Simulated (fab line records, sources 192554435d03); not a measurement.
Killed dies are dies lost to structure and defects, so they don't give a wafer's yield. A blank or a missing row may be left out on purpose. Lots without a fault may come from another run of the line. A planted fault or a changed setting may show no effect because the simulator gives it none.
fab line records | flow n5_finfet
record lots=24 wafers=72 last_day=20
route steps=1938 shown HKMG_FIN@454 GATE_CUT@469 MOL_CONTACT_COAG@529
lots that met no fault: from a run of the same line without faults
start_h: hours from the record's first day to the start of the lot's first wafer shown | wait_h: hours since the lot's step before | " the same as in the row above | L1.1+2: a row that stands for several wafers | - no value, or no start given | * or withheld: withheld | < > ~ a bound
route shown NAME@n: a module of which the file shows steps, and the number in the route of the first | usual: mean/standard deviation of fault-free wafers | same: alike in all rows | chamber/n: place in a boat | sites: the reading at each site | _std_site: their standard deviation | _edge_site: outer sites' mean less inner sites' | radius_mm: how far each site lies from the wafer's centre | mask NAME#n: copy n | behind: the tool/chamber that last shaped the wafer | hold: why the lot was held/for how many hours/how that ended | device: the transistor (n, p or np) that didn't switch | end of line: the same wafers' tests at the end of the route | a step without rows: its recipe alone | killed: dies lost to structure and defects at the first sort, not the wafer's yield | map: a wafer's dies, x killed, . not, _ none there
set.NAME: the setting as run; set.NAME@STEP: as run at that earlier step | model.NAME: the simulator's own value behind a step, which no gauge read
steps of the route over a sample of lots; a table a step, a row a wafer
services: from which hour (start_h, from the record's first day; less than 0 if before it) a tool's chamber was out of use, for how many hours, and why
## steps
# step N5_HKMG_FIN_ETCHBACK_68
# recipe chemistry=Cl2/Ar stop_on=HfO2 target_depth_a=5 pressure_mtorr=10 icp_w=600 bias_w=60 Cl2_flow_sccm=40 Ar_flow_sccm=60
# usual drypump_motor_current_A=5.5/0.45 mfc_cl2_sccm=40.00/0.12 oes_product_au=0.73/0.098 throttle_valve_pct=20.79/0.13
# columns lot.wafer tool chamber start_h wait_h drypump_motor_current_A mfc_cl2_sccm oes_product_au rf_hours_counter_h throttle_valve_pct
L074.2 rie_metal-03 0 79.12 0.0 6.0 39.85 0.63 105 20.80
L074.3 " 1 " " 5.4 39.98 0.82 - 20.91
L074.5 " 0 " " 6.0 39.92 0.63 - 20.79
L075.1 rie_metal-01 0 87.70 0.0 5.0 40.12 0.87 13 20.67
L075.5 " 1 " " 5.0 39.81 0.61 - 20.98
L075.6 " 0 " " 5.0 40.08 0.86 - 20.66
L076.2 rie_metal-01 1 92.02 0.0 5.0 39.94 0.61 122 20.98
L076.3 " 1 " " 5.0 39.90 0.60 - 20.99
L076.5 " 0 " " 5.0 40.09 0.86 - 20.65
L077.4 rie_metal-03 1 96.63 0.1 5.4 40.04 0.82 - 20.93
L077.5 " 1 " " 5.4 39.92 0.81 - 20.94
L077.6 " 0 " " 6.0 39.99 0.63 - 20.79
L078.1 rie_metal-03 0 102.95 0.0 6.0 39.93 0.63 107 20.77
L078.2 " 1 " " 5.4 39.90 0.81 28 20.94
L078.6 " 0 " " 5.9 39.97 0.63 - 20.78
L079.3 rie_metal-03 0 109.61 0.1 5.9 40.04 0.63 - 20.81
L079.5 " 1 " " 5.4 39.94 0.81 - 20.93
L079.6 " 0 " " 6.0 40.24 0.62 - 20.80
L080.3 rie_metal-03 1 117.44 0.1 5.4 40.17 0.80 - 20.93
L080.4 " 0 " " 6.0 39.99 0.63 - 20.81
L080.6 " 0 " " 6.0 39.93 0.63 - 20.79
L081.2 rie_metal-03 0 122.73 0.0 6.0 40.13 0.63 109 20.79
L081.5 " 1 " " 5.4 40.09 0.81 - 20.94
L081.6 " 0 " " 6.0 39.92 0.63 - 20.80
L082.2 rie_metal-01 0 126.70 0.0 5.0 39.96 0.85 17 20.66
L082.4 " 1 " " 5.0 40.06 0.60 - 20.99
L082.5 " 0 " " 5.0 40.26 0.85 - 20.66
L083.2 rie_metal-02 1 134.45 0.0 5.0 40.09 0.66 95 20.58
L083.5 " 1 " " 5.0 40.23 0.66 - 20.59
L083.6 " 0 " " 6.1 40.09 0.85 - 20.80
L084.1 rie_metal-03 0 139.02 0.0 6.0 39.95 0.62 111 20.81
L084.3 " 1 " " 5.4 39.95 0.80 - 20.94
L084.4 " 0 " " 6.0 39.99 0.62 - 20.81
L085.1 rie_metal-01 1 142.65 0.0 5.0 39.90 0.60 125 20.99
L085.2 " 0 " " 5.0 40.04 0.83 19 20.65
L085.5 " 0 " " 5.0 40.34 0.84 - 20.68
L086.2 rie_metal-02 1 152.18 0.0 5.0 40.00 0.66 97 20.60
L086.4 " 1 " " 5.0 39.98 0.66 - 20.58
L086.6 " 0 " " 6.0 39.72 0.84 - 20.79
L087.2 rie_metal-02 0 158.43 0.0 6.1 39.82 0.85 20 20.79
L087.5 " 1 " " 5.0 40.02 0.66 - 20.57
L087.6 " 0 " " 6.1 40.02 0.84 - 20.79
L088.1 rie_metal-03 1 161.26 0.0 5.4 40.17 0.80 33 20.95
L088.2 " 0 " " 5.9 39.80 0.63 113 20.81
L088.4 " 0 " " 5.9 40.01 0.62 - 20.80
L089.1 rie_metal-02 1 168.40 0.0 5.0 39.95 0.66 98 20.60
L089.2 " 0 " " 6.1 39.89 0.84 21 20.80
L089.6 " 0 " " 6.1 40.07 0.84 - 20.81
L090.2 rie_metal-02 1 177.80 0.0 5.0 39.88 0.65 99 20.59
L090.4 " 0 " " 6.1 40.02 0.84 - 20.80
L090.6 " 0 " " 6.0 39.97 0.84 - 20.80
L091.2 rie_metal-02 1 181.14 0.0 5.0 40.04 0.65 99 20.59
L091.4 " 1 " " 5.0 40.04 0.66 - 20.59
L091.6 " 0 " " 6.0 40.09 0.83 - 20.80
L092.3 rie_metal-02 1 185.75 0.1 5.0 40.00 0.65 - 20.60
L092.4 " 0 " " 6.1 39.73 0.84 - 20.82
L092.5 " 1 " " 5.0 40.19 0.65 - 20.57
L093.1 rie_metal-02 0 194.48 0.0 6.1 40.09 0.83 24 20.81
L093.2 " 1 " " 5.0 39.88 0.66 100 20.59
L093.5 " 0 " " 6.1 40.08 0.84 - 20.81
L094.2 rie_metal-02 1 202.33 0.0 5.0 40.10 0.65 101 20.60
L094.3 " 1 " " 5.0 40.24 0.65 - 20.60
L094.5 " 1 " " 5.0 40.14 0.65 - 20.60
L095.1 rie_metal-01 0 205.05 0.0 5.0 39.91 0.82 25 20.71
L095.4 " 0 " " 5.0 39.79 0.82 - 20.68
L095.5 " 0 " " 5.0 40.18 0.82 - 20.68
L096.1 rie_metal-03 0 210.59 0.0 5.9 39.96 0.62 117 20.82
L096.4 " 1 " " 5.4 40.03 0.78 - 20.96
L096.6 " 1 " " 5.4 40.06 0.78 - 20.97
L097.1 rie_metal-03 0 220.19 0.0 5.9 39.90 0.62 118 20.84
L097.4 " 0 " " 5.9 40.17 0.61 - 20.82
L097.6 " 1 " " 5.4 39.88 0.78 - 20.95
# step N5_GATE_CUT_ETCH_58
# recipe chemistry=CH3F/O2 target=SiNx target_depth_a=170 time_s=128.6 ion_energy_ev=50 pressure_mtorr=30 source_w=415 bias_w=21 Ar_flow_sccm=150 CH3F_flow_sccm=30 O2_flow_sccm=20
# usual drypump_motor_current_A=5.5/0.47 oes_product_au=0.75/0.059 rf_vpp_V=99.3/0.98 showerhead_plenum_p_Torr=2.03/0.069 throttle_valve_pct=16.37/0.2
# same time_s=128.6
# columns lot.wafer tool chamber start_h wait_h drypump_motor_current_A oes_product_au rf_hours_counter_h rf_vpp_V showerhead_plenum_p_Torr throttle_valve_pct
L074.2 rie_diel-01 1 81.22 0.0 5.8 0.73 199 100.4 2.07 16.55
L074.3 " 2 " " 5.0 0.79 121 98.6 2.01 16.38
L074.5 " 0 " " 5.5 0.78 - 98.9 2.09 16.04
L075.1 rie_diel-04 2 89.84 0.1 5.5 0.73 162 98.2 2.00 16.39
L075.5 " 2 " " 5.5 0.73 - 99.2 2.00 16.37
L075.6 " 0 " " 6.1 0.70 - 99.7 2.06 16.60
L076.2 rie_diel-04 0 94.14 0.1 6.1 0.70 221 100.2 2.06 16.61
L076.3 " 2 " " 5.5 0.75 164 98.7 1.99 16.38
L076.5 " 2 " " 5.5 0.75 - 98.5 2.00 16.38
L077.4 rie_diel-02 0 98.68 0.0 5.1 0.71 174 99.4 2.07 16.42
L077.5 " 0 " " 5.0 0.71 - 99.8 2.07 16.42
L077.6 " 1 " " 5.0 0.78 - 99.4 2.10 16.10
L078.1 rie_diel-04 1 105.04 0.0 6.1 0.70 210 97.5 1.90 16.39
L078.2 " 2 " " 5.5 0.74 167 99.7 1.99 16.38
L078.6 " 1 " " 6.1 0.69 - 97.6 1.90 16.39
L079.3 rie_diel-04 2 111.88 0.0 5.5 0.74 169 99.0 1.99 16.38
L079.5 " 0 " " 6.1 0.70 - 99.7 2.06 16.61
L079.6 " 3 " " 5.6 0.79 - 99.1 2.01 16.13
L080.3 rie_diel-04 1 119.80 0.3 6.1 0.70 215 98.9 1.90 16.40
L080.4 " 0 " " 6.1 0.71 228 99.0 2.06 16.63
L080.6 " 1 " " 6.1 0.70 - 98.6 1.90 16.39
L081.2 rie_diel-02 1 124.82 0.0 5.1 0.77 131 100.2 2.10 16.11
L081.5 " 0 " " 5.0 0.71 - 98.8 2.07 16.42
L081.6 " 1 " " 5.0 0.77 - 100.6 2.10 16.10
L082.2 rie_diel-01 3 128.79 0.0 4.6 0.75 156 100.6 2.08 16.18
L082.4 " 0 " " 5.5 0.77 130 101.2 2.09 16.05
L082.5 " 3 " " 4.6 0.75 - 100.7 2.08 16.17
L083.2 rie_diel-02 1 137.26 0.2 5.1 0.78 136 99.7 2.10 16.12
L083.5 " 0 " " 5.0 0.70 - 98.9 2.07 16.43
L083.6 " 3 " " 5.5 0.83 - 99.9 2.11 16.05
L084.1 rie_diel-04 1 141.13 0.0 6.1 0.68 222 99.4 1.90 16.42
L084.3 " 2 " " 5.5 0.73 178 99.1 1.99 16.41
L084.4 " 0 " " 6.1 0.70 235 99.7 2.05 16.65
L085.1 rie_diel-04 1 144.77 0.1 6.1 0.69 223 98.9 1.90 16.43
L085.2 " 3 " " 5.6 0.78 126 100.1 2.01 16.15
L085.5 " 1 " " 6.1 0.70 - 98.0 1.90 16.42
L086.2 rie_diel-04 2 154.52 0.3 5.5 0.72 182 98.9 1.99 16.42
L086.4 " 3 " " 5.7 0.77 128 98.9 2.01 16.17
L086.6 " 2 " " 5.5 0.72 - 100.7 1.99 16.41
L087.2 rie_diel-02 1 160.52 0.0 5.0 0.76 143 100.0 2.10 16.11
L087.5 " 1 " " 5.1 0.76 - 100.0 2.10 16.12
L087.6 " 2 " " 4.8 0.85 - 99.1 2.12 16.66
L088.1 rie_diel-04 1 163.35 0.0 6.1 0.69 228 96.5 1.90 16.43
L088.2 " 2 " " 5.5 0.73 184 99.7 1.99 16.40
L088.4 " 0 " " 6.1 0.70 241 99.3 2.05 16.66
L089.1 rie_diel-02 0 170.49 0.0 5.1 0.69 193 99.0 2.07 16.47
L089.2 " 2 " " 4.8 0.85 70 99.0 2.11 16.67
L089.6 " 0 " " 5.1 0.69 - 99.3 2.07 16.44
L090.2 rie_diel-02 2 179.93 0.0 4.8 0.83 74 100.7 2.11 16.67
L090.4 " 3 " " 5.5 0.81 78 100.1 2.11 16.05
L090.6 " 3 " " 5.5 0.82 - 100.2 2.11 16.06
L091.2 rie_diel-04 0 183.26 0.0 6.1 0.69 247 100.2 2.05 16.65
L091.4 " 2 " " 5.5 0.71 - 97.8 1.99 16.44
L091.6 " 3 " " 5.7 0.76 - 97.8 2.00 16.18
L092.3 rie_diel-02 2 187.80 0.0 4.8 0.84 77 98.8 2.11 16.68
L092.4 " 3 " " 5.5 0.82 81 100.5 2.11 16.06
L092.5 " 3 " " 5.5 0.82 - 99.2 2.11 16.07
L093.1 rie_diel-02 1 196.58 0.0 5.0 0.74 155 99.1 2.09 16.15
L093.2 " 0 " " 5.0 0.68 202 98.7 2.06 16.46
L093.5 " 1 " " 5.0 0.74 - 99.9 2.09 16.15
L094.2 rie_diel-04 3 204.43 0.1 5.6 0.75 147 100.1 2.00 16.22
L094.3 " 2 " " 5.5 0.71 201 97.7 1.98 16.44
L094.5 " 1 " " 6.1 0.67 - 98.6 1.89 16.45
L095.1 rie_diel-01 2 207.27 0.0 4.9 0.76 161 98.8 2.00 16.45
L095.4 " 3 " " 4.6 0.74 178 99.2 2.08 16.22
L095.5 " 3 " " 4.7 0.74 - 99.8 2.08 16.22
L096.1 rie_diel-02 0 212.99 0.1 5.0 0.68 207 99.7 2.06 16.49
L096.4 " 1 " " 5.0 0.74 - 99.2 2.09 16.14
L096.6 " 0 " " 5.0 0.69 - 99.0 2.06 16.49
L097.1 rie_diel-04 1 222.39 0.0 6.1 0.67 246 98.4 1.89 16.46
L097.4 " 0 " " 6.1 0.97 4 98.6 2.05 16.21
L097.6 " 1 " " 6.1 0.67 - 98.2 1.89 16.48
# step N5_GATE_CUT_SAC_CAP_01
# recipe material=SiNx target_thk_a=240 temp_c=400 ald_precursor_family=SiH2I2 ald_co_reactant=N2/H2-plasma pulse_time_s=1 ald_cycles=480 purge_time_s=2 co_reactant_purge_time_s=2 pressure_torr=2
# usual heater_power_w=825/86 precursor_pulse_height_rel=0.999/0.019 susceptor_temp_C=400.01/0.21
# columns lot.wafer tool chamber start_h wait_h heater_power_w precursor_pulse_height_rel susceptor_temp_C
L074.2 ald_sin-01 2 81.67 0.2 736 1.034 399.69
L074.3 " 0 " " 842 1.018 400.26
L074.5 " 0 82.76 1.2 797 0.983 400.15
L075.1 ald_sin-04 3 90.16 0.0 740 0.975 399.72
L075.5 " 3 91.25 1.1 739 1.010 400.01
L075.6 " 0 " " 883 0.989 399.86
L076.2 ald_sin-04 2 95.62 1.2 754 0.993 399.85
L076.3 " 0 " " 878 1.010 400.11
L076.5 " 0 96.71 2.3 876 1.014 399.97
L077.4 ald_sin-01 2 99.14 0.2 764 0.993 400.04
L077.5 " 1 100.23 1.3 794 0.988 399.83
L077.6 " 0 " " 841 0.986 399.32
L078.1 ald_sin-01 2 105.37 0.0 763 1.021 400.03
L078.2 " 3 " " 947 0.955 399.81
L078.6 " 1 106.45 1.1 768 1.016 399.72
L079.3 ald_sin-02 2 112.20 0.0 821 0.994 400.05
L079.5 " 3 113.29 1.1 993 0.973 400.18
L079.6 " 2 " " 807 0.992 399.77
L080.3 ald_sin-04 1 120.12 0.0 692 1.005 399.69
L080.4 " 0 " " 871 1.000 399.91
L080.6 " 2 121.21 1.1 743 1.012 399.60
L081.2 ald_sin-02 1 125.15 0.0 767 0.963 400.39
L081.5 " 1 126.24 1.1 767 1.025 399.88
L081.6 " 0 " " 831 1.002 400.08
L082.2 ald_sin-04 3 129.11 0.0 736 0.988 400.06
L082.4 " 0 " " 888 1.024 400.03
L082.5 " 3 130.19 1.1 743 0.988 399.98
L083.2 ald_sin-04 0 137.58 0.0 913 0.981 399.90
L083.5 " 1 138.67 1.1 704 1.014 399.95
L083.6 " 0 " " 915 0.989 400.00
L084.1 ald_sin-04 3 141.46 0.0 763 0.967 399.88
L084.3 " 0 " " 892 0.998 399.97
L084.4 " 2 " " 765 0.973 400.01
L085.1 ald_sin-01 2 145.08 0.0 744 1.020 400.28
L085.2 " 1 " " 784 0.977 400.16
L085.5 " 1 146.17 1.1 789 1.010 400.19
L086.2 ald_sin-01 1 154.94 0.0 778 0.999 400.02
L086.4 " 3 " " 923 1.020 399.66
L086.6 " 3 156.03 1.1 921 0.996 399.71
L087.2 ald_sin-01 0 160.85 0.0 829 0.983 399.90
L087.5 " 2 161.93 1.1 752 0.997 400.17
L087.6 " 3 " " 925 0.980 400.37
L088.1 ald_sin-01 3 163.67 0.0 953 1.018 399.83
L088.2 " 2 " " 758 0.988 399.97
L088.4 " 0 " " 844 0.996 399.88
L089.1 ald_sin-02 2 170.82 0.0 803 0.988 400.16
L089.2 " 1 " " 743 0.992 399.90
L089.6 " 0 171.91 1.1 852 1.012 399.97
L090.2 ald_sin-02 0 180.24 0.0 872 0.989 400.19
L090.4 " 1 " " 763 1.008 399.98
L090.6 " 3 181.33 1.1 989 1.010 399.69
L091.2 ald_sin-02 0 183.58 0.0 828 1.038 399.95
L091.4 " 1 " " 771 0.989 399.81
L091.6 " 0 184.67 1.1 829 0.980 400.24
L092.3 ald_sin-01 2 189.67 1.6 756 1.018 399.94
L092.4 " 1 " " 784 0.984 399.84
L092.5 " 0 190.76 2.7 832 0.981 400.25
L093.1 ald_sin-04 1 196.90 0.0 743 1.035 400.17
L093.2 " 3 " " 766 0.997 400.32
L093.5 " 1 197.98 1.1 731 0.982 399.98
L094.2 ald_sin-02 3 204.76 0.0 1035 1.004 400.10
L094.3 " 2 " " 809 0.975 400.01
L094.5 " 0 205.85 1.1 855 1.001 400.33
L095.1 ald_sin-01 3 207.60 0.0 937 1.000 399.94
L095.4 " 3 208.69 1.1 931 0.993 399.82
L095.5 " 3 209.78 2.2 948 1.019 400.14
L096.1 ald_sin-02 1 214.41 1.1 772 1.002 400.21
L096.4 " 0 " " 821 1.007 400.22
L096.6 " 0 215.50 2.2 856 0.992 400.10
L097.1 ald_sin-02 2 223.43 0.8 814 0.965 400.14
L097.4 " 0 " " 855 1.010 399.91
L097.6 " 0 224.51 1.8 840 1.005 400.08
# step N5_GATE_CUT_CMP_43
# recipe material=SiO2 post_cmp_clean=rinse_only
# usual motor_current_A=12.2/0.91 slurry_filter_dp_kPa=13.50/0.14
# columns lot.wafer tool chamber start_h wait_h motor_current_A slurry_filter_dp_kPa
L074.2 cmp-04 2 87.57 0.2 12.3 13.25
L074.3 " 3 " " 13.5 13.26
L074.5 " 0 " " 11.5 13.40
L075.1 cmp-03 3 95.97 0.0 10.7 13.64
L075.6 " 3 " " 11.0 13.70
L075.5 " 0 " " 13.6 13.52
L076.3 cmp-01 1 101.45 0.1 11.3 13.35
L076.2 " 2 " " 11.7 13.38
L076.5 " 0 " " 12.0 13.35
L077.4 cmp-03 3 105.38 0.3 11.3 13.52
L077.6 " 0 " " 13.3 13.58
L077.5 " 1 " " 12.6 13.60
L078.2 cmp-01 0 111.66 0.1 11.9 13.40
L078.1 " 2 " " 12.0 13.48
L078.6 " 0 " " 12.3 13.54
L079.3 cmp-01 0 118.03 0.0 12.3 13.49
L079.5 " 0 " " 12.0 13.54
L079.6 " 1 " " 11.6 13.55
L080.3 cmp-04 2 125.88 0.0 13.3 13.33
L080.4 " 0 " " 12.0 13.31
L080.6 " 3 " " 13.7 13.52
L081.2 cmp-03 1 132.64 1.0 12.8 13.56
L081.5 " 3 " " 11.2 13.50
L081.6 " 0 " " 13.5 13.45
L082.2 cmp-03 2 135.47 0.3 11.1 13.56
L082.4 " 0 " " 14.4 13.71
L082.5 " 2 " " 11.0 13.42
L083.2 cmp-03 0 143.39 0.0 13.9 13.43
L083.6 " 0 " " 13.8 13.69
L083.5 " 1 " " 11.3 13.61
L084.3 cmp-01 1 147.46 0.0 11.4 13.57
L084.1 " 2 " " 11.4 13.80
L084.4 " 3 " " 11.9 13.68
L085.1 cmp-01 1 150.93 0.0 12.3 13.29
L085.2 " 2 " " 11.8 13.53
L085.5 " 1 " " 11.7 13.48
L086.2 cmp-03 0 160.73 0.1 13.8 13.40
L086.4 " 1 " " 12.4 13.47
L086.6 " 0 " " 13.9 13.54
L087.2 cmp-01 1 166.73 0.1 12.2 13.56
L087.6 " 0 " " 12.1 13.57
L087.5 " 1 " " 12.0 13.35
L088.2 cmp-04 3 169.38 0.0 14.2 13.23
L088.1 " 1 " " 11.9 13.46
L088.4 " 2 " " 12.4 13.49
L089.2 cmp-01 1 177.24 0.1 11.8 13.87
L089.1 " 3 " " 11.7 13.41
L089.6 " 1 " " 12.6 13.64
L090.4 cmp-03 3 188.14 0.2 11.2 13.53
L090.2 " 0 " " 14.1 13.60
L090.6 " 2 " " 10.7 13.54
L091.2 cmp-04 1 190.03 0.0 11.8 13.35
L091.4 " 0 " " 11.8 13.27
L091.6 " 1 " " 11.9 13.37
L092.4 cmp-01 1 195.38 0.0 12.1 13.36
L092.3 " 2 " " 11.7 13.53
L092.5 " 2 " " 12.4 13.66
L093.2 cmp-04 3 202.73 0.2 14.3 13.66
L093.1 " 2 " " 12.5 13.61
L093.5 " 3 " " 14.3 13.40
L094.3 cmp-04 3 211.59 0.0 14.0 13.14
L094.2 " 1 " " 11.7 13.55
L094.5 " 0 " " 12.2 13.25
L095.1 cmp-01 1 215.84 0.1 12.0 13.51
L095.4 " 2 " " 11.8 13.59
L095.5 " 1 " " 11.9 13.51
L096.4 cmp-03 0 223.39 0.2 13.5 13.50
L096.1 " 1 " " 12.1 13.58
L096.6 " 2 " " 11.2 13.52
L097.4 cmp-04 0 229.94 0.1 12.0 13.35
L097.1 " 1 " " 11.7 13.53
L097.6 " 3 " " 13.6 13.64
# step N5_GATE_CUT_INSPECT_26
# recipe inspect_instrument=darkfield mode=post_cmp
# usual raw_defect_count=40/18
# columns lot.wafer tool chamber start_h wait_h raw_defect_count
L074.2 defect_inspect-02 - 88.12 0.0 59
L074.3 " - " " 43
L074.5 " - " " 43
L075.1 defect_inspect-01 - 96.68 0.0 42
L075.5 " - " " 42
L075.6 " - " " 63
L076.2 defect_inspect-02 - 102.08 0.0 50
L076.3 " - " " 31
L076.5 " - " " 47
L077.4 defect_inspect-02 - 105.85 0.0 46
L077.5 " - " " 34
L077.6 " - " " 33
L078.1 defect_inspect-01 - 112.29 0.0 29
L078.2 " - " " 20
L078.6 " - " " 29
L079.3 defect_inspect-01 - 118.74 0.0 21
L079.5 " - " " 18
L079.6 " - " " 22
L080.3 defect_inspect-02 - 126.60 0.0 58
L080.4 " - " " 43
L080.6 " - " " 43
L081.2 defect_inspect-02 - 133.20 0.0 31
L081.5 " - " " 24
L081.6 " - " " 43
L082.2 defect_inspect-02 - 136.10 0.0 34
L082.4 " - " " 44
L082.5 " - " " 67
L083.2 defect_inspect-02 - 144.10 0.0 31
L083.5 " - " " 32
L083.6 " - " " 38
L084.1 defect_inspect-02 - 148.17 0.0 41
L084.3 " - " " 66
L084.4 " - " " 76
L085.1 defect_inspect-02 - 151.64 0.0 19
L085.2 " - " " 37
L085.5 " - " " 11
L086.2 defect_inspect-02 - 161.36 0.0 54
L086.4 " - " " 116
L086.6 " - " " 71
L087.2 defect_inspect-01 - 167.36 0.0 22
L087.5 " - " " 59
L087.6 " - " " 24
L088.1 defect_inspect-01 - 170.09 0.0 37
L088.2 " - " " 41
L088.4 " - " " 31
L089.1 defect_inspect-01 - 177.88 0.0 28
L089.2 " - " " 17
L089.6 " - " " 27
L090.2 defect_inspect-02 - 188.69 0.0 31
L090.4 " - " " 45
L090.6 " - " " 30
L091.2 defect_inspect-01 - 190.74 0.0 31
L091.4 " - " " 43
L091.6 " - " " 28
L092.3 defect_inspect-01 - 196.09 0.0 16
L092.4 " - " " 27
L092.5 " - " " 34
L093.1 defect_inspect-02 - 203.44 0.0 63
L093.2 " - " " 30
L093.5 " - " " 44
L094.2 defect_inspect-02 - 212.30 0.0 26
L094.3 " - " " 45
L094.5 " - " " 30
L095.1 defect_inspect-02 - 216.47 0.0 34
L095.4 " - " " 26
L095.5 " - " " 32
L096.1 defect_inspect-01 - 223.94 0.0 39
L096.4 " - " " 59
L096.6 " - " " 29
L097.1 defect_inspect-02 - 230.58 0.0 52
L097.4 " - " " 33
L097.6 " - " " 48
# step N5_MOL_CONTACT_COAG_DESCUM_13
# recipe chemistry=O2 time_s=7 source_power_w=50 bias_power_w=20 pressure_mtorr=20 rf_frequency_hz=2.712e+07 temp_c=40 resist=CAR-EUV o2_flow_sccm=225
# usual drypump_motor_current_A=5.48/0.22 oes_product_au=0.80/0.078 rf_vpp_V=243.1/1.3 showerhead_plenum_p_Torr=2.09/0.066 throttle_valve_pct=20.36/0.26
# same time_s=7
# columns lot.wafer tool chamber start_h wait_h drypump_motor_current_A oes_product_au rf_hours_counter_h rf_vpp_V showerhead_plenum_p_Torr throttle_valve_pct
L074.2 rie_diel-03 1 88.66 0.0 5.47 0.95 8 242.8 2.13 19.93
L074.3 " 2 " " 5.59 0.77 113 240.5 1.92 20.31
L074.5 " 2 " " 5.59 0.77 - 239.9 1.92 20.32
L075.1 rie_diel-06 2 97.10 0.0 5.27 0.76 161 244.1 2.09 20.15
L075.5 " 2 " " 5.28 0.76 - 243.1 2.09 20.15
L075.6 " 3 " " 5.35 0.83 - 243.3 2.12 20.51
L076.2 rie_diel-05 2 102.62 0.0 5.91 0.75 171 243.2 2.09 20.25
L076.3 " 3 " " 5.58 0.99 4 246.1 2.15 20.24
L076.5 " 0 " " 5.12 0.77 - 243.0 2.18 20.74
L077.4 rie_diel-03 3 106.27 0.0 5.30 0.91 23 243.0 2.14 20.63
L077.5 " 3 " " 5.25 0.91 - 244.1 2.14 20.63
L077.6 " 0 " " 5.44 0.75 - 243.5 2.10 20.37
L078.1 rie_diel-06 0 112.93 0.3 5.54 0.76 157 241.4 2.00 20.57
L078.2 " 2 " " 5.26 0.74 167 243.8 2.09 20.18
L078.6 " 2 " " 5.26 0.74 - 242.2 2.09 20.17
L079.3 rie_diel-05 0 119.89 0.0 5.11 0.77 146 244.3 2.18 20.74
L079.5 " 2 " " 5.89 0.74 - 245.0 2.09 20.27
L079.6 " 1 " " 5.56 0.70 - 243.8 2.16 20.67
L080.3 rie_diel-06 2 127.02 0.0 5.26 0.73 173 241.3 2.09 20.15
L080.4 " 3 " " 5.29 0.82 109 243.3 2.11 20.53
L080.6 " 0 " " 5.53 0.76 - 241.6 2.00 20.58
L081.2 rie_diel-06 2 133.62 0.0 5.28 0.74 176 241.2 2.09 20.19
L081.5 " 2 " " 5.26 0.74 - 240.9 2.09 20.19
L081.6 " 1 " " 5.85 0.82 - 243.7 2.11 19.90
L082.2 rie_diel-06 1 136.52 0.0 5.87 0.81 71 243.4 2.11 19.89
L082.4 " 3 " " 5.33 0.80 112 243.4 2.11 20.53
L082.5 " 1 " " 5.84 0.81 - 245.7 2.11 19.90
L083.2 rie_diel-05 0 144.64 0.0 5.11 0.76 153 246.2 2.18 20.73
L083.5 " 3 " " 5.59 0.94 - 244.9 2.14 20.29
L083.6 " 0 " " 5.10 0.76 - 244.2 2.18 20.73
L084.1 rie_diel-06 3 148.60 0.0 5.30 0.81 116 243.0 2.11 20.54
L084.3 " 2 " " 5.26 0.73 182 242.8 2.08 20.19
L084.4 " 0 " " 5.51 0.76 171 241.0 2.00 20.62
L085.1 rie_diel-03 2 152.09 0.1 5.61 0.76 137 241.1 1.92 20.36
L085.2 " 3 " " 5.29 0.88 40 243.6 2.13 20.68
L085.5 " 1 " " 5.44 0.89 - 244.8 2.13 19.98
L086.2 rie_diel-05 1 161.91 0.0 5.55 0.68 249 244.0 2.15 20.71
L086.4 " 3 " " 5.60 0.93 25 242.1 2.14 20.29
L086.6 " 2 " " 5.92 0.72 - 243.5 2.08 20.28
L087.2 rie_diel-05 2 167.91 0.0 5.92 0.72 193 244.2 2.08 20.29
L087.5 " 2 " " 5.94 0.72 - 242.9 2.08 20.29
L087.6 " 3 " " 5.57 0.93 - 243.0 2.14 20.30
L088.1 rie_diel-03 2 170.74 0.3 5.61 0.75 142 240.4 1.91 20.38
L088.2 " 0 " " 5.48 0.73 161 241.8 2.10 20.42
L088.4 " 1 " " 5.43 0.89 37 243.3 2.12 19.97
L089.1 rie_diel-03 3 178.45 0.0 5.32 0.87 47 242.9 2.13 20.69
L089.2 " 0 " " 5.46 0.73 164 242.3 2.09 20.39
L089.6 " 1 " " 5.45 0.90 - 243.8 2.12 20.00
L090.2 rie_diel-06 0 189.14 0.1 5.53 0.74 184 241.7 1.99 20.63
L090.4 " 1 " " 5.86 0.79 89 244.0 2.11 19.93
L090.6 " 2 " " 5.26 0.72 - 243.5 2.08 20.20
L091.2 rie_diel-05 3 191.28 0.0 5.59 0.90 37 244.2 2.14 20.32
L091.4 " 1 " " 5.56 0.97 3 243.2 2.15 20.35
L091.6 " 0 " " 5.11 0.74 - 243.8 2.17 20.77
L092.3 rie_diel-03 0 196.53 0.1 5.43 0.72 170 242.3 2.09 20.42
L092.4 " 1 " " 5.44 0.87 47 243.8 2.12 20.00
L092.5 " 1 " " 5.44 0.88 - 243.9 2.12 20.00
L093.1 rie_diel-06 1 203.99 0.0 5.85 0.78 94 243.9 2.11 19.94
L093.2 " 0 " " 5.54 0.73 189 241.2 1.99 20.64
L093.5 " 3 " " 5.31 0.78 - 243.6 2.11 20.57
L094.2 rie_diel-05 2 212.72 0.0 5.90 0.71 211 243.2 2.07 20.32
L094.3 " 3 " " 5.62 0.89 45 242.3 2.13 20.34
L094.5 " 0 " " 5.12 0.73 - 246.0 2.17 20.77
L095.1 rie_diel-06 3 217.00 0.1 5.31 0.78 140 242.0 2.10 20.59
L095.4 " 0 " " 5.53 0.74 193 242.5 1.99 20.63
L095.5 " 1 " " 5.85 0.78 - 242.4 2.10 19.94
L096.1 rie_diel-03 0 224.57 0.1 5.44 0.71 180 242.6 2.09 20.44
L096.4 " 3 " " 5.32 0.85 63 243.7 2.13 20.70
L096.6 " 0 " " 5.43 0.72 - 243.8 2.09 20.43
L097.1 rie_diel-03 3 231.13 0.0 5.28 0.84 65 242.3 2.12 20.71
L097.4 " 2 " " 5.60 0.73 164 240.5 1.91 20.38
L097.6 " 3 " " 5.27 0.84 - 242.0 2.13 20.71
## services
# columns tool chamber start_h hours kind
cmp-01 - 59.45 6.1 repair
ald_sin-01 - 78.41 0.9 repair
ald_sin-02 - 85.25 14.0 pm
rie_diel-04 3 87.56 2.5 repair
cmp-03 - 91.27 0.3 repair
rie_diel-02 0 100.91 6.0 repair
rie_diel-06 1 110.57 8.0 repair
cmp-01 - 131.77 4.0 pm
rie_diel-02 2 137.47 6.3 repair
cmp-03 - 153.03 0.3 repair
cmp-01 - 159.13 2.1 repair
rie_diel-02 3 164.68 12.2 repair
cmp-03 - 174.62 3.7 pm
ald_sin-01 - 177.63 0.8 pm
rie_diel-04 1 180.16 11.0 repair
cmp-03 - 182.14 4.0 pm
rie_diel-02 - 195.75 0.3 repair
cmp-03 - 199.31 4.2 repair
cmp-01 - 203.65 1.3 repair
ald_sin-01 2 206.22 3.8 repair
ald_sin-01 1 206.88 1.4 repair
rie_diel-02 3 210.60 4.7 repair
ald_sin-01 1 217.38 7.6 repair
cmp-01 - 225.37 0.7 repair
## key
fault none
